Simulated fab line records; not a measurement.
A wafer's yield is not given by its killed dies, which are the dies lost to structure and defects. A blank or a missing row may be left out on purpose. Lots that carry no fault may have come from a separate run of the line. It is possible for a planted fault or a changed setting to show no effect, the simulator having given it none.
Matching of chambers + flow nand_harc + NHARC_A_CONTACT_ETCH_75 on rie_diel-03 has 4 sister chambers
The step etches the open film in CF4, target depth 39 nm, time 65 s. 18 wafers are shown with their chamber, then 9 later ones without.

== EACH WAFER AND ITS CHAMBER ==
| wafer  | chamber | showerhead_plenum_p_Torr (Torr) | drypump_motor_current_A (A) | rf_vpp_V (V) |
|--------|---------|---------------------------------|-----------------------------|--------------|
| L075.3 | 1       | 1.88                            | 5.5                         | 152.6        |
| L075.5 | 3       | 1.82                            | 6.3                         | 153.2        |
| L075.6 | 2       | 1.83                            | 5.4                         | 152.4        |
| L082.1 | 3       | 1.82                            | 6.3                         | 151.4        |
| L082.4 | 2       | 1.82                            | 5.4                         | 150.4        |
| L082.5 | 0       | 1.67                            | 5.4                         | 150.5        |
| L084.1 | 3       | 1.82                            | 6.4                         | 151.9        |
| L084.4 | 0       | 1.67                            | 5.4                         | 150.7        |
| L084.5 | 1       | 1.88                            | 5.5                         | 151.4        |
| L083.2 | 2       | 1.82                            | 5.4                         | 151.6        |
| L083.4 | 0       | 1.67                            | 5.4                         | 149.6        |
| L083.5 | 0       | 1.67                            | 5.4                         | 150.5        |
| L086.1 | 0       | 1.67                            | 5.4                         | 149.3        |
| L086.2 | 1       | 1.87                            | 5.5                         | 152.5        |
| L086.3 | 3       | 1.82                            | 6.4                         | 153.0        |
| L087.4 | 0       | 1.67                            | 5.4                         | 151.3        |
| L087.5 | 2       | 1.82                            | 5.4                         | 152.0        |
| L087.6 | 1       | 1.87                            | 5.5                         | 151.9        |

SIGNATURES (averages over the wafers above)
| reading                  | chamber 0 | chamber 1 | chamber 2 | chamber 3 | scatter within a chamber |
|--------------------------|-----------|-----------|-----------|-----------|--------------------------|
| showerhead_plenum_p_Torr | 1.6700    | 1.8750    | 1.8225    | 1.8200    | 0.00354                  |
| drypump_motor_current_A  | 5.400     | 5.500     | 5.400     | 6.350     | 0.0267                   |
| rf_vpp_V                 | 150.317   | 152.100   | 151.600   | 152.375   | 0.763                    |
Rule: a wafer's distance from a chamber is the root of the sum, over the readings, of the square of ((its reading less the chamber's mean) divided by the reading's scatter). The wafer belongs to the nearest chamber; if the next one is less than 2 further off, it can't be placed. The scatter is the square root of a quotient: the sum, over the shown wafers, of each reading's squared deviation from its chamber's mean, divided by wafers minus chambers.

== WAFERS WITHOUT THEIR CHAMBER ==
| wafer  | showerhead_plenum_p_Torr (Torr) | drypump_motor_current_A (A) | rf_vpp_V (V) |
|--------|---------------------------------|-----------------------------|--------------|
| L093.1 | 1.67                            | 5.4                         | 149.6        |
| L093.2 | 1.82                            | 5.4                         | 151.5        |
| L093.3 | 1.82                            | 6.3                         | 152.0        |
| L095.2 | 1.82                            | 5.4                         | 151.7        |
| L095.4 | 1.82                            | 6.4                         | 152.0        |
| L095.6 | 1.67                            | 5.4                         | 150.8        |
| L094.1 | 1.87                            | 5.5                         | 153.4        |
| L094.4 | 1.82                            | 6.4                         | 153.0        |
| L094.6 | 1.82                            | 6.3                         | 150.4        |

== WHICH CHAMBER EACH ONE RAN IN ==
| wafer  | from the rows above | in truth |
|--------|---------------------|----------|
| L093.1 | 0                   | 0        |
| L093.2 | 2                   | 2        |
| L093.3 | 3                   | 3        |
| L095.2 | 2                   | 2        |
| L095.4 | 3                   | 3        |
| L095.6 | 0                   | 0        |
| L094.1 | 1                   | 1        |
| L094.4 | 3                   | 3        |
| L094.6 | 3                   | 3        |
Correctly placed: 9 of 9. Can't be placed from these rows: 0. Wrongly placed: 0.
